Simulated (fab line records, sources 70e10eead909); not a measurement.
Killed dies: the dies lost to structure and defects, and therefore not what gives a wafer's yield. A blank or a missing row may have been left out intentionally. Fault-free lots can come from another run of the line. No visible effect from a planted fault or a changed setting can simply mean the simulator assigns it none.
A struck lot beside a sound one	flow nand-harc	22 steps out of a route of 1159
Sound: the wafers L412.1, L412.3, L412.4. Struck: wafer L427.3 (L427.1, L427.6, from the same lot, were not struck and are left out); the cause is given at the end.
Each step with rows lists, per side, the tool, then ch with its chambers, then its first start. Under that, the readings that differ: sound wafers	struck wafers	difference of the means	sigmas: that difference in standard deviations of wafers without a fault.
alike: readings whose means differ by less than 2 such deviations, and words and numbers that are the same on both sides. not compared: withheld readings, readings that some wafer has no value for, bounds like >300 that may hide the same value, and numbers for which the record gives no deviation and whose values overlap.
The two part at a step that has a row with sigmas, a row that says differs or no value, or rows on one side only. When numbers do not overlap yet have no deviation, they are printed without sigmas and do not part them. Lack of a reading on every wafer of one side parts them only where that side has two or more wafers.

first, 1 step without rows for these wafers: NHARC_P_M1_SRD_25.
NHARC_P_M1_INSPECT_27:
  sound on defect-inspect-01 at day 8 01:33; struck on defect-inspect-01 at day 11 13:48
  alike: raw-defect-count
NHARC_P_M1_PRE_CLEAN_32: time 12 s.
  sound on pecvd-02 ch 0,1, day 8 01:38; struck on pecvd-03 ch 0, day 11 13:52
  alike: heater-power-w
NHARC_P_M1_DEP_33: deposits SiCN, target thk 30 nm.
  sound on pecvd-02 ch 0,1, day 8 01:45; struck on pecvd-03 ch 0, day 11 13:57
  alike: heater-power-w
then, 7 steps without rows for these wafers: NHARC_P_M2_DEP_00 (deposits SiOC, target thk 182.5 nm); NHARC_P_M2_DEHYDRATE_01 (time 120 s); NHARC_P_M2_HMDS_02 (time 30 s); NHARC_P_M2_COAT_34 (time 65 s); NHARC_P_M2_COAT_03 (resist thk 90 nm); NHARC_P_M2_SOFTBAKE_04 (time 55 s); NHARC_P_M2_EBR_05.
NHARC_P_M2_EXPOSE_06: exposes mask P M2, target cd 170 nm.
  sound on arfi-scanner-01 ch 0, day 8 02:49; struck on arfi-scanner-03 ch 0, day 11 15:05
  alike: mask, stage-vel-mm-s
then, 2 steps without rows for these wafers: NHARC_P_M2_PEB_07 (peb time 65 s); NHARC_P_M2_DEVELOP_08 (develop time 35 s).
NHARC_P_M2_CD_MEAS_09 targets a cd of 170 nm.
  sound on cd-sem-02 ch 0, day 8 02:57; struck on cd-sem-01 ch 0, day 11 15:14
reading	sound	struck	difference	sigmas
cd-nm (nm)	169.9 170.0 169.9	172.0	+2.1	+3
NHARC_P_M2_OVL_MEAS_10: pitch 340 nm.
  sound on overlay-02 at day 8 03:02; struck on overlay-01 at day 11 15:19
  alike: overlay-x-nm, overlay-y-nm
NHARC_P_M2_INSPECT_11:
  sound on defect-inspect-02 at day 8 03:04; struck on defect-inspect-02 at day 11 15:22
  alike: raw-defect-count
NHARC_P_M2_DESCUM_14: chemistry O2, time 3 s.
  sound on rie-diel-11 ch 0,1,3, day 8 03:08; struck on rie-diel-06 ch 2, day 11 15:26
reading	sound	struck	difference	sigmas
rf-hours-counter-h (h)	57 55 56	0	-56	
model.P_M2.cd-nm (nm)	169.8 170 169.3	172.1	+2.4	
  alike: drypump-motor-current-A, oes-product-au, rf-vpp-V, showerhead-plenum-p-Torr, throttle-valve-pct
NHARC_P_M2_ETCH_35: etches the open film in N2/H2, target depth 40 nm, overetch 12 nm, time 43.94 s.
  sound on rie-diel-11 ch 0,2,3, day 8 03:16; struck on rie-diel-06 ch 2, day 11 15:31
reading	sound	struck	difference	sigmas
rf-hours-counter-h (h)	55 53 57	0	-55	
  alike: drypump-motor-current-A, oes-product-au, rf-vpp-V, showerhead-plenum-p-Torr, throttle-valve-pct
NHARC_P_M2_ETCH_15: etches the open film in C4F8/Ar, target depth 182.5 nm, time 91.2 s.
  sound: rie-diel-11 ch 1,2,3; struck: rie-diel-06 ch 0
reading	sound	struck	difference	sigmas
oes-product-au (a.u.)	0.918 0.919 0.909	0.980	+0.065	+3
rf-hours-counter-h (h)	54 56 56	0	-55	
model.P_M2.cd-nm (nm)	169.2 170.2 168.6	171.3	+2.0	
  alike: rf-vpp-V
NHARC_P_M2_CD_MEAS_16:
  sound on cd-sem-03 at day 8 03:55; struck on cd-sem-01 at day 11 15:44
reading	sound	struck	difference	sigmas
cd-nm (nm)	169.2 170.4 168.6	171.6	+2.2	+2
-- record jumps: 13 days between struck wafers' starts before vs after; left off in module P_M2, resumes in module END, first step shown is number 1159 of the route --
NHARC_END_SORT_01:
  sound on prober-01 ch 0, day 21 03:53; struck on prober-01 ch 0, day 24 07:38
  alike: defect-limited-yield, killed-at-array, killed-at-other, killed-at-periphery, killed-dies, killed-open, killed-short, sort_bin_2_pct, sort_bin_3_pct, sort_bin_4_pct, sort-n-pass, sort-rim-yield-pct, sort-yield-pct

WHERE THEY PART
Last at NHARC_P_M2_CD_MEAS_16 as far as this record goes, first at NHARC_P_M2_CD_MEAS_09. Later steps at which nothing parts them and some readings are alike: NHARC_END_SORT_01.

WHY: the cause the simulator had injected
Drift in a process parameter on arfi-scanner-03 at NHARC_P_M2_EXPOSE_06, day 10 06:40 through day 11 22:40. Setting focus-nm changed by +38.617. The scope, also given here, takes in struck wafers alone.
